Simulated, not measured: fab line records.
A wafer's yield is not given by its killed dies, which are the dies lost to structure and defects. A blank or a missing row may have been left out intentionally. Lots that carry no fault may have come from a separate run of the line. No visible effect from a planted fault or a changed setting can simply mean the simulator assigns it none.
fab line records | flow n5-finfet
[record] lots = 24 wafers = 72 last-day = 17
route steps=1938 shown FIN_CUT@176 STI_FIN_REVEAL@183 DUMMY_GATE@214
lots that met no fault: from a run of the same line without faults
start-h: hours from the record's opening day to when the first of the lot's shown wafers began | wait-h: hours since the lot's step before | " repeats the value in the row above | L1.1+2: several wafers, shown together as one row | - no value, or no start was given | * or withheld: withheld | < > ~ a bound
route shown NAME@n: a module of which the file shows steps, and the number in the route of the first | usual: mean/standard deviation of fault-free wafers | same: alike in all rows | chamber/n: place in a boat | sites: the reading at each site | _std_site: standard deviation across them | _edge_site: the outer-site mean with the inner-site mean subtracted | radius-mm: for every site, how far away it sits from the centre of the wafer | mask NAME#n: copy n | behind: tool/chamber where the wafer was last shaped | hold: reason for holding the lot/hours on hold/outcome of the hold | device: the n, p or np transistor that did not switch | end of line: tests run on the same wafers once the route is complete | a step with no rows: only its recipe | killed: count of dies lost to structure and defects at first sort (not the wafer's yield) | map: per-die view of a wafer (x killed, . not killed, _ where there is no die)
set.NAME: setting as actually run; set.NAME@STEP: the setting as run at that earlier step | model.NAME: the simulator's own value behind a step, which no gauge read
route steps across a sampled set of lots; one table per step, one row per wafer
services: the hour from which a tool's chamber was out of use, counted from the record's first day as start-h (under 0 if before that day), plus the number of hours and why
[[steps]]
[step N5_FIN_CUT_CUT_ETCH_15]
[recipe] chemistry = HBr/Cl2/O2 target = Si target-depth-a = 1000 bt-time-s = 10 mask-material = SOC time-s = 42.4 ion-energy-ev = * bias-w = * pressure-mtorr = 10 icp-w = 800 HBr_flow_sccm = 150 Cl2_flow_sccm = 80 O2_flow_sccm = 12
[usual] chamber-pressure-mTorr = 10.000/0.0085 drypump-motor-current-A = 5.8/0.48 he-backside-leak-sccm = 2.67/0.26 oes-product-au = 0.995/0.011 throttle-valve-pct = 37.1/0.32
// columns lot.wafer tool chamber start-h wait-h chamber-pressure-mTorr drypump-motor-current-A he-backside-leak-sccm oes-product-au rf-hours-counter-h throttle-valve-pct
L074.1 rie-si-06 3 27.91 0.1 10.012 5.8 3.09 0.995 192 36.8
L074.3 " 0 " " 10.009 6.7 3.21 1.013 206 37.3
L074.6 " 0 " " 9.994 6.6 3.18 1.008 - 37.3
L075.1 rie-si-02 2 32.90 0.1 10.015 5.2 3.15 0.990 172 37.5
L075.4 " 1 " " 10.010 5.4 2.52 1.010 66 37.6
L075.5 " 2 " " 10.001 5.2 2.94 1.002 - 37.5
L076.2 rie-si-06 3 40.93 0.1 9.999 5.8 3.12 1.003 192 36.7
L076.3 " 1 " " 10.006 5.5 2.52 0.996 73 37.1
L076.6 " 3 " " 9.997 5.8 2.97 1.002 - 36.8
L077.3 rie-si-06 3 48.57 0.0 10.000 5.8 2.93 0.995 192 36.7
L077.4 " 3 " " 9.997 5.8 2.72 1.001 - 36.8
L077.6 " 1 " " 9.990 5.5 2.51 1.000 - 37.1
L078.1 rie-si-06 2 51.17 0.1 9.994 6.5 2.52 0.976 0 36.9
L078.3 " 1 " " 10.007 5.5 2.48 1.012 73 37.1
L078.5 " 3 " " 10.000 5.8 2.81 1.004 - 36.7
L079.1 rie-si-06 2 57.82 0.1 9.996 6.5 2.55 0.971 0 36.9
L079.5 " 3 " " 10.001 5.8 2.95 1.002 - 36.7
L079.6 " 1 " " 10.000 5.5 2.56 0.997 - 37.1
L080.1 rie-si-05 3 63.61 0.1 10.023 5.4 2.93 0.986 45 37.8
L080.4 " 0 " " 10.000 6.0 2.70 1.005 155 37.6
L080.6 " 2 " " 10.001 4.8 2.31 0.969 - 36.9
L081.4 rie-si-06 2 70.32 0.1 10.002 6.5 2.54 0.980 - 36.9
L081.5 " 1 " " 10.007 5.5 2.49 1.002 - 37.1
L081.6 " 3 " " 9.992 5.8 3.01 1.001 - 36.8
L082.2 rie-si-06 0 75.79 0.1 9.992 6.6 2.89 0.982 0 37.3
L082.3 " 3 " " 10.000 5.8 2.73 0.997 193 36.8
L082.6 " 3 " " 10.004 5.8 2.65 0.995 - 36.8
L083.1 rie-si-06 3 82.64 0.1 10.005 5.8 2.84 0.998 193 36.8
L083.2 " 1 " " 9.993 5.5 2.44 1.004 74 37.1
L083.4 " 0 " " 10.000 6.6 2.91 0.991 0 37.3
L084.1 rie-si-06 3 87.75 0.1 10.004 5.8 3.04 1.005 193 36.7
L084.2 " 1 " " 9.993 5.5 2.53 1.006 74 37.0
L084.3 " 0 " " 10.006 6.6 2.85 0.989 0 37.3
L085.2 rie-si-02 3 96.18 0.1 9.998 5.8 2.61 0.987 33 37.1
L085.3 " 2 " " 10.002 5.2 3.09 0.993 173 37.5
L085.4 " 1 " " 9.995 5.4 2.47 1.005 67 37.6
L086.2 rie-si-06 0 99.44 0.1 9.993 6.6 2.88 0.995 0 37.3
L086.3 " 3 " " 10.006 5.8 2.99 1.001 193 36.8
L086.5 " 1 " " 9.993 5.5 2.61 1.009 - 37.1
L087.2 rie-si-05 2 106.54 0.1 10.006 4.8 2.36 0.974 49 36.9
L087.3 " 3 " " 10.015 5.4 3.07 0.999 45 37.8
L087.6 " 1 " " 10.020 5.8 2.83 0.998 - 36.9
L088.1 rie-si-02 2 111.59 0.1 10.002 5.2 2.98 0.998 173 37.5
L088.3 " 3 " " 10.006 5.8 2.38 0.981 33 37.1
L088.4 " 1 " " 10.001 5.4 2.42 1.000 67 37.6
L089.3 rie-si-05 0 117.56 0.0 10.003 6.0 2.71 1.008 156 37.6
L089.5 " 0 " " 9.995 6.0 2.51 0.999 - 37.6
L089.6 " 3 " " 10.010 5.4 2.90 1.001 - 37.8
L090.2 rie-si-02 1 123.79 0.1 9.993 5.4 2.46 0.998 68 37.6
L090.5 " 3 " " 9.998 5.8 2.43 0.980 - 37.1
L090.6 " 2 " " 9.997 5.2 2.86 0.996 - 37.5
L091.2 rie-si-06 0 128.74 0.1 10.017 6.7 2.85 0.981 1 37.2
L091.5 " 2 " " 10.005 6.5 2.51 0.981 - 36.9
L091.6 " 1 " " 10.009 5.5 2.65 1.000 - 37.1
L092.1 rie-si-02 3 135.81 0.1 9.989 5.8 2.42 0.976 34 37.1
L092.4 " 0 " " 9.994 5.9 2.70 0.998 77 36.6
L092.6 " 2 " " 10.006 5.2 3.03 0.990 - 37.5
L093.3 rie-si-05 2 142.56 0.0 9.974 4.8 2.28 0.970 50 36.9
L093.4 " 1 " " 10.004 5.7 2.84 0.995 118 36.9
L093.6 " 0 " " 9.992 6.0 2.68 1.016 - 37.6
L094.1 rie-si-06 2 152.74 0.1 10.004 6.5 2.59 0.982 2 36.9
L094.2 " 0 " " 10.009 6.6 2.88 0.989 1 37.2
L094.6 " 0 " " 10.005 6.6 2.77 0.986 - 37.3
L095.1 rie-si-02 0 158.42 0.1 9.993 5.9 2.63 0.995 77 36.7
L095.2 " 3 " " 10.006 5.8 2.44 0.985 34 37.1
L095.4 " 2 " " 10.009 5.2 2.93 1.000 174 37.5
L096.2 rie-si-02 2 162.81 0.1 9.995 5.2 3.34 1.000 174 37.5
L096.4 " 1 " " 10.003 5.4 2.16 1.010 68 37.6
L096.5 " 2 " " 10.009 5.2 3.03 1.001 - 37.5
L097.1 rie-si-02 1 166.39 0.1 9.990 5.4 2.56 1.004 68 37.6
L097.2 " 3 " " 9.998 5.8 2.58 0.985 34 37.1
L097.5 " 0 " " 9.992 5.9 2.53 0.992 - 36.7
[step N5_STI_FIN_REVEAL_ALD_00]
[recipe] material = SiO2 target-thk-a = 10 temp-c = 300 ald-precursor-family = BDEAS ald-co-reactant = O2-plasma pulse-time-s = 1 pressure-torr = 2
[usual] heater-power-w = 467/46 precursor-pulse-height-rel = 1.001/0.02
// columns lot.wafer tool chamber start-h wait-h heater-power-w precursor-pulse-height-rel
L074.1 ald-sin-04 0 28.27 0.0 433 1.020
L074.3 " 2 " " 514 1.005
L074.6 " 3 " " 498 1.013
L075.1 ald-sin-04 1 33.30 0.1 538 0.971
L075.4 " 1 " " 545 0.997
L075.5 " 3 " " 505 1.027
L076.2 ald-sin-02 1 41.26 0.0 479 1.003
L076.3 " 2 " " 489 1.014
L076.6 " 2 " " 459 1.003
L077.3 ald-sin-04 0 48.90 0.0 409 0.989
L077.4 " 1 " " 543 0.977
L077.6 " 1 " " 548 0.987
L078.1 ald-sin-04 1 51.50 0.0 557 0.995
L078.3 " 3 " " 498 1.011
L078.5 " 2 " " 493 0.966
L079.1 ald-sin-02 0 58.15 0.0 412 1.023
L079.5 " 3 " " 409 1.032
L079.6 " 2 " " 476 1.038
L080.1 ald-sin-02 2 63.94 0.0 473 1.015
L080.4 " 0 " " 402 0.968
L080.6 " 1 " " 494 1.001
L081.4 ald-sin-01 3 70.62 0.0 496 0.999
L081.5 " 0 " " 486 1.011
L081.6 " 1 " " 386 1.036
L082.2 ald-sin-01 2 76.62 0.5 458 1.018
L082.3 " 3 " " 501 1.009
L082.6 " 3 " " 500 0.991
L083.1 ald-sin-01 0 82.97 0.0 510 1.023
L083.2 " 3 " " 513 1.032
L083.4 " 2 " " 456 0.983
L084.1 ald-sin-01 0 88.08 0.0 518 1.023
L084.2 " 2 " " 456 0.977
L084.3 " 3 " " 495 1.033
L085.2 ald-sin-02 0 96.57 0.1 411 1.004
L085.3 " 1 " " 492 1.015
L085.4 " 3 " " 413 1.021
L086.2 ald-sin-02 2 101.26 1.5 478 1.015
L086.3 " 1 " " 478 0.998
L086.5 " 3 " " 420 1.015
L087.2 ald-sin-02 0 106.87 0.0 406 1.011
L087.3 " 3 " " 409 1.005
L087.6 " 1 " " 486 1.008
L088.1 ald-sin-04 3 112.01 0.1 498 0.974
L088.3 " 1 " " 552 0.985
L088.4 " 1 " " 549 1.009
L089.3 ald-sin-04 2 117.90 0.0 521 0.983
L089.5 " 0 " " 426 0.998
L089.6 " 1 " " 544 1.011
L090.2 ald-sin-02 0 124.72 0.7 400 1.018
L090.5 " 0 " " 402 0.995
L090.6 " 2 " " 468 1.008
L091.2 ald-sin-01 2 129.06 0.0 458 1.037
L091.5 " 0 " " 496 1.013
L091.6 " 1 " " 397 1.055
L092.1 ald-sin-01 2 138.44 2.4 453 0.966
L092.4 " 1 " " 390 0.992
L092.6 " 2 " " 456 1.038
L093.3 ald-sin-01 3 143.73 0.9 496 0.990
L093.4 " 1 " " 392 0.992
L093.6 " 2 " " 459 1.005
L094.1 ald-sin-01 1 155.84 2.8 391 0.989
L094.2 " 3 " " 496 1.037
L094.6 " 0 " " 500 1.015
L095.1 ald-sin-04 1 158.74 0.0 539 0.998
L095.2 " 2 " " 503 1.023
L095.4 " 1 " " 539 0.962
L096.2 ald-sin-02 0 163.13 0.0 402 0.980
L096.4 " 2 " " 485 1.022
L096.5 " 1 " " 474 1.033
L097.1 ald-sin-01 2 166.84 0.0 467 1.025
L097.2 " 0 " " 493 0.968
L097.5 " 2 " " 457 0.977
[step N5_STI_FIN_REVEAL_ALD_14]
[recipe] material = Si3N4 target-thk-a = 30 temp-c = 400 ald-precursor-family = SiH2I2 ald-co-reactant = N2/H2-plasma pressure-torr = 2
[usual] heater-power-w = 835/82
// columns lot.wafer tool chamber start-h wait-h heater-power-w
L074.1 ald-sin-04 0 28.32 0.0 750
L074.3 " 2 " " 921
L074.6 " 3 " " 888
L075.1 ald-sin-04 1 33.35 0.0 959
L075.4 " 1 " " 962
L075.5 " 3 " " 870
L076.2 ald-sin-02 1 41.31 0.0 885
L076.3 " 2 " " 849
L076.6 " 2 " " 835
L077.3 ald-sin-04 0 48.95 0.0 749
L077.4 " 1 " " 946
L077.6 " 1 " " 952
L078.1 ald-sin-04 1 51.54 0.0 959
L078.3 " 3 " " 874
L078.5 " 2 " " 922
L079.1 ald-sin-02 0 58.20 0.0 726
L079.5 " 3 " " 754
L079.6 " 2 " " 844
L080.1 ald-sin-02 2 63.99 0.0 852
L080.4 " 0 " " 730
L080.6 " 1 " " 887
L081.4 ald-sin-01 3 70.67 0.0 903
L081.5 " 0 " " 877
L081.6 " 1 " " 694
L082.2 ald-sin-01 2 76.67 0.0 827
L082.3 " 3 " " 877
L082.6 " 3 " " 875
L083.1 ald-sin-01 0 83.02 0.0 888
L083.2 " 3 " " 887
L083.4 " 2 " " 819
L084.1 ald-sin-01 0 88.13 0.0 857
L084.2 " 2 " " 802
L084.3 " 3 " " 905
L085.2 ald-sin-02 0 96.62 0.0 720
L085.3 " 1 " " 821
L085.4 " 3 " " 744
L086.2 ald-sin-02 2 101.31 0.0 839
L086.3 " 1 " " 880
L086.5 " 3 " " 732
L087.2 ald-sin-02 0 106.92 0.0 732
L087.3 " 3 " " 747
L087.6 " 1 " " 869
L088.1 ald-sin-04 3 112.06 0.0 890
L088.3 " 1 " " 990
L088.4 " 1 " " 995
L089.3 ald-sin-04 2 117.95 0.0 934
L089.5 " 0 " " 751
L089.6 " 1 " " 970
L090.2 ald-sin-02 0 124.77 0.0 723
L090.5 " 0 " " 723
L090.6 " 2 " " 876
L091.2 ald-sin-01 2 129.10 0.0 815
L091.5 " 0 " " 882
L091.6 " 1 " " 700
L092.1 ald-sin-01 2 138.49 0.0 798
L092.4 " 1 " " 698
L092.6 " 2 " " 789
L093.3 ald-sin-01 3 143.78 0.0 882
L093.4 " 1 " " 705
L093.6 " 2 " " 824
L094.1 ald-sin-01 1 155.89 0.0 703
L094.2 " 3 " " 876
L094.6 " 0 " " 875
L095.1 ald-sin-04 1 158.79 0.0 982
L095.2 " 2 " " 894
L095.4 " 1 " " 930
L096.2 ald-sin-02 0 163.18 0.0 720
L096.4 " 2 " " 837
L096.5 " 1 " " 882
L097.1 ald-sin-01 2 166.89 0.0 802
L097.2 " 0 " " 915
L097.5 " 2 " " 807
[step N5_STI_FIN_REVEAL_CMP_04]
[recipe] stop-on = Si3N4 t-overpolish-s = 4 down-force-psi = 2 platen-rpm = 54.18 post-cmp-clean = alkaline-brush pad-velocity-m-s = 1.078 target-thk-nm = 131.83
[usual] motor-current-A = 8.4/0.95 overpolish-run-s = 4.000/0.0086 time-to-endpoint-s = 107/4.4
// columns lot.wafer tool chamber start-h wait-h motor-current-A overpolish-run-s time-to-endpoint-s
L074.1 cmp-02 3 33.35 0.0 10.4 3.996 105
L074.3 " 0 " " 9.4 4.008 104
L074.6 " 0 " " 9.1 4.004 100
L075.1 cmp-01 0 38.44 0.1 8.1 3.994 106
L075.4 " 1 " " 8.7 3.990 111
L075.5 " 0 " " 7.6 3.998 108
L076.2 cmp-03 3 47.15 0.2 8.2 4.002 101
L076.3 " 1 " " 8.2 4.004 104
L076.6 " 3 " " 7.6 4.003 100
L077.3 cmp-01 0 54.64 0.1 7.8 4.014 112
L077.4 " 2 " " 7.4 3.982 106
L077.6 " 0 " " 7.8 4.000 110
L078.1 cmp-02 3 57.62 0.0 10.6 4.011 104
L078.3 " 0 " " 9.2 4.005 102
L078.5 " 0 " " 9.0 4.001 100
L079.1 cmp-02 3 63.35 0.1 11.0 3.993 106
L079.6 " 0 " " 9.1 3.995 107
L079.5 " 1 " " 8.2 3.985 105
L080.1 cmp-03 0 69.03 0.0 7.4 4.003 108
L080.4 " 3 " " 8.0 4.009 104
L080.6 " 0 " " 7.1 4.007 110
L081.4 cmp-01 1 75.76 0.1 8.6 4.002 119
L081.6 " 0 " " 7.7 4.017 113
L081.5 " 1 " " 8.6 4.003 116
L082.3 cmp-02 2 81.79 0.1 8.1 4.002 103
L082.2 " 3 " " 9.9 3.990 104
L082.6 " 1 " " 8.5 3.999 106
L083.4 cmp-03 1 88.06 0.0 8.3 3.999 107
L083.2 " 2 " " 8.3 3.997 104
L083.1 " 3 " " 8.0 3.999 106
L084.2 cmp-03 3 93.20 0.1 8.2 3.979 106
L084.1 " 0 " " 7.1 4.001 107
L084.3 " 1 " " 8.1 4.013 102
L085.2 cmp-01 3 101.66 0.0 8.1 4.018 113
L085.4 " 1 " " 8.8 3.995 111
L085.3 " 2 " " 7.1 3.993 112
L086.2 cmp-03 0 106.40 0.1 7.5 3.998 108
L086.3 " 1 " " 7.7 4.022 107
L086.5 " 0 " " 7.4 4.010 110
L087.2 cmp-02 1 111.96 0.0 8.3 4.003 103
L087.3 " 2 " " 8.3 4.001 102
L087.6 " 2 " " 8.2 4.006 99
L088.3 cmp-03 2 117.10 0.0 8.1 4.008 109
L088.4 " 3 " " 8.4 3.996 103
L088.1 " 1 " " 7.9 3.997 104
L089.3 cmp-01 2 122.99 0.0 6.7 4.002 110
L089.5 " 2 " " 6.8 4.000 113
L089.6 " 3 " " 7.6 4.002 114
L090.2 cmp-02 1 129.92 0.1 8.2 4.021 103
L090.5 " 2 " " 8.2 3.990 102
L090.6 " 3 " " 10.5 3.995 108
L091.2 cmp-02 1 134.20 0.1 8.2 3.985 111
L091.5 " 0 " " 8.8 3.991 110
L091.6 " 1 " " 8.9 3.995 106
L092.4 cmp-02 2 143.53 0.0 8.3 4.008 107
L092.1 " 3 " " 10.4 4.008 105
L092.6 " 3 " " 10.3 3.994 104
L093.3 cmp-01 2 148.81 0.0 6.5 4.001 96
L093.4 " 1 " " 8.9 3.990 98
L093.6 " 2 " " 7.2 4.010 99
L094.1 cmp-01 3 160.96 0.1 7.7 4.001 103
L094.2 " 1 " " 8.7 4.001 104
L094.6 " 3 " " 7.7 4.013 103
L095.1 cmp-02 3 163.83 0.0 10.7 4.001 113
L095.2 " 1 " " 8.4 4.012 109
L095.4 " 2 " " 8.7 3.994 112
L096.2 cmp-03 3 168.23 0.0 7.9 4.009 115
L096.4 " 2 " " 8.1 3.994 109
L096.5 " 3 " " 8.0 4.001 110
L097.1 cmp-02 3 172.00 0.1 9.8 3.998 113
L097.2 " 0 " " 9.3 3.990 112
L097.5 " 2 " " 8.6 3.991 109
[step N5_STI_FIN_REVEAL_FIN_H_MEAS_10]
[usual] trench-depth-nm = 52.1/0.77
// columns lot.wafer tool chamber start-h wait-h trench-depth-nm
L074.1 ocd-02 - 36.87 0.0 51.3
L074.3 " - " " 52.2
L074.6 " - " " 50.9
L075.1 ocd-02 - 41.91 0.0 51.5
L075.4 " - " " 52.0
L075.5 " - " " 51.4
L076.2 ocd-01 - 50.59 0.0 51.5
L076.3 " - " " 51.0
L076.6 " - " " 51.8
L077.3 ocd-01 - 58.25 0.0 52.0
L077.4 " - " " 51.1
L077.6 " - " " 51.4
L078.1 ocd-01 - 61.56 0.0 53.3
L078.3 " - " " 51.6
L078.5 " - " " 52.8
L079.1 ocd-02 - 67.75 0.0 54.5
L079.5 " - " " 52.9
L079.6 " - " " 54.0
L080.1 ocd-01 - 72.60 0.0 51.5
L080.4 " - " " 51.7
L080.6 " - " " 51.9
L081.4 ocd-02 - 79.74 0.0 51.7
L081.5 " - " " 51.1
L081.6 " - " " 51.1
L082.2 ocd-01 - 85.78 0.0 52.4
L082.3 " - " " 51.7
L082.6 " - " " 53.0
L083.1 ocd-02 - 91.75 0.0 50.3
L083.2 " - " " 51.6
L083.4 " - " " 51.5
L084.1 ocd-01 - 96.83 0.0 53.8
L084.2 " - " " 52.3
L084.3 " - " " 53.4
L085.2 ocd-01 - 105.24 0.0 52.2
L085.3 " - " " 52.1
L085.4 " - " " 50.9
L086.2 ocd-01 - 110.89 0.0 51.9
L086.3 " - " " 52.3
L086.5 " - " " 51.6
L087.2 ocd-02 - 115.88 0.0 50.4
L087.3 " - " " 52.4
L087.6 " - " " 51.0
L088.1 ocd-02 - 121.16 0.0 52.3
L088.3 " - " " 52.8
L088.4 " - " " 52.8
L089.3 ocd-02 - 126.88 0.0 51.6
L089.5 " - " " 52.0
L089.6 " - " " 51.4
L090.2 ocd-01 - 133.41 0.0 52.2
L090.5 " - " " 52.5
L090.6 " - " " 51.4
L091.2 ocd-01 - 137.67 0.0 53.1
L091.5 " - " " 52.5
L091.6 " - " " 52.2
L092.1 ocd-02 - 147.31 0.0 50.8
L092.4 " - " " 52.7
L092.6 " - " " 50.9
L093.3 ocd-01 - 152.30 0.0 52.2
L093.4 " - " " 51.5
L093.6 " - " " 51.7
L094.1 ocd-01 - 164.44 0.0 51.6
L094.2 " - " " 50.8
L094.6 " - " " 51.8
L095.1 ocd-01 - 167.31 0.0 52.8
L095.2 " - " " 52.1
L095.4 " - " " 53.1
L096.2 ocd-01 - 171.76 0.0 52.0
L096.4 " - " " 52.2
L096.5 " - " " 53.4
L097.1 ocd-01 - 175.62 0.0 52.9
L097.2 " - " " 51.7
L097.5 " - " " 53.6
[step N5_DUMMY_GATE_ALD_02]
[recipe] material = SiO2 target-thk-a = 20 temp-c = 300 ald-precursor-family = BDEAS ald-co-reactant = O2-plasma pulse-time-s = 1 pressure-torr = 2
[usual] heater-power-w = 481/48 precursor-pulse-height-rel = 1.001/0.02
// columns lot.wafer tool chamber start-h wait-h heater-power-w precursor-pulse-height-rel
L074.1 ald-sin-01 2 37.07 0.0 457 1.025
L074.3 " 3 " " 511 0.983
L074.6 " 3 " " 502 1.001
L075.1 ald-sin-01 3 42.10 0.0 488 1.014
L075.4 " 2 " " 460 0.990
L075.5 " 1 " " 398 0.996
L076.2 ald-sin-03 1 50.78 0.0 482 0.987
L076.3 " 2 " " 488 0.979
L076.6 " 0 " " 477 0.997
L077.3 ald-sin-01 0 58.43 0.0 501 0.980
L077.4 " 3 " " 500 0.997
L077.6 " 0 " " 499 1.046
L078.1 ald-sin-04 0 61.75 0.0 410 0.978
L078.3 " 3 " " 505 0.999
L078.5 " 3 " " 509 0.998
L079.1 ald-sin-03 3 67.93 0.0 581 1.014
L079.5 " 0 " " 491 0.979
L079.6 " 3 " " 586 1.010
L080.1 ald-sin-03 0 72.79 0.0 477 0.999
L080.4 " 1 " " 472 1.012
L080.6 " 0 " " 472 1.006
L081.4 ald-sin-01 3 79.92 0.0 496 1.040
L081.5 " 2 " " 461 0.985
L081.6 " 1 " " 392 1.000
L082.2 ald-sin-04 1 85.97 0.0 533 0.985
L082.3 " 2 " " 502 1.035
L082.6 " 0 " " 423 1.028
L083.1 ald-sin-04 0 92.37 0.5 426 1.005
L083.2 " 2 " " 501 0.993
L083.4 " 3 " " 502 0.981
L084.1 ald-sin-01 3 97.87 0.9 508 0.993
L084.2 " 0 " " 499 1.009
L084.3 " 1 " " 397 0.994
L085.2 ald-sin-03 3 105.65 0.3 551 0.977
L085.3 " 1 " " 488 1.020
L085.4 " 0 " " 458 0.995
L086.2 ald-sin-03 0 111.07 0.0 447 1.003
L086.3 " 3 " " 578 0.991
L086.5 " 1 " " 488 0.985
L087.2 ald-sin-01 3 116.06 0.0 500 1.003
L087.3 " 1 " " 388 1.009
L087.6 " 2 " " 460 0.977
L088.1 ald-sin-03 2 121.35 0.0 479 0.989
L088.3 " 1 " " 487 0.997
L088.4 " 3 " " 567 1.001
L089.3 ald-sin-04 3 127.06 0.0 507 1.028
L089.5 " 1 " " 549 1.001
L089.6 " 0 " " 423 1.006
L090.2 ald-sin-01 2 133.59 0.0 447 1.025
L090.5 " 3 " " 501 1.049
L090.6 " 2 " " 465 0.980
L091.2 ald-sin-01 0 138.71 0.9 500 0.998
L091.5 " 0 " " 491 1.007
L091.6 " 1 " " 394 0.978
L092.1 ald-sin-01 1 150.26 2.8 398 0.983
L092.4 " 3 " " 501 1.033
L092.6 " 2 " " 453 1.014
L093.3 ald-sin-04 2 155.81 3.4 512 0.977
L093.4 " 1 " " 534 1.032
L093.6 " 2 " " 511 1.034
L094.1 ald-sin-01 3 164.63 0.0 509 1.000
L094.2 " 0 " " 503 0.977
L094.6 " 2 " " 471 1.002
L095.1 ald-sin-01 3 167.50 0.0 511 0.974
L095.2 " 2 " " 462 0.985
L095.4 " 1 " " 402 0.993
L096.2 ald-sin-03 2 171.94 0.0 482 1.024
L096.4 " 3 " " 580 1.012
L096.5 " 2 " " 461 0.997
L097.1 ald-sin-03 0 175.81 0.0 467 0.989
L097.2 " 1 " " 487 0.999
L097.5 " 1 " " 486 0.993
[[services]]
// columns tool chamber start-h hours kind
ald-sin-02 - 4.32 2.8 pm
ald-sin-04 1 9.93 8.6 repair
rie-si-02 - 14.21 14.6 pm
ald-sin-04 0 29.66 4.2 repair
ald-sin-03 0 30.98 4.2 repair
cmp-01 - 31.06 2.1 repair
cmp-02 - 46.35 9.7 repair
cmp-03 - 51.34 4.3 repair
ald-sin-01 2 53.49 3.6 repair
cmp-03 - 62.25 4.0 pm
rie-si-02 3 70.82 6.4 repair
ald-sin-04 - 73.66 6.1 pm
ald-sin-02 3 84.38 4.8 repair
ald-sin-03 - 87.07 14.0 pm
ald-sin-04 0 102.95 12.7 repair
rie-si-06 - 108.43 0.6 repair
ald-sin-02 3 122.06 3.6 repair
ald-sin-02 - 134.01 14.6 pm
ald-sin-03 1 141.84 10.6 repair
cmp-02 - 144.15 2.5 repair
ald-sin-03 - 144.84 14.6 pm
ald-sin-02 - 148.61 6.1 pm
cmp-02 - 156.20 0.8 repair
ald-sin-03 - 167.85 0.5 repair
[[key]]
fault none
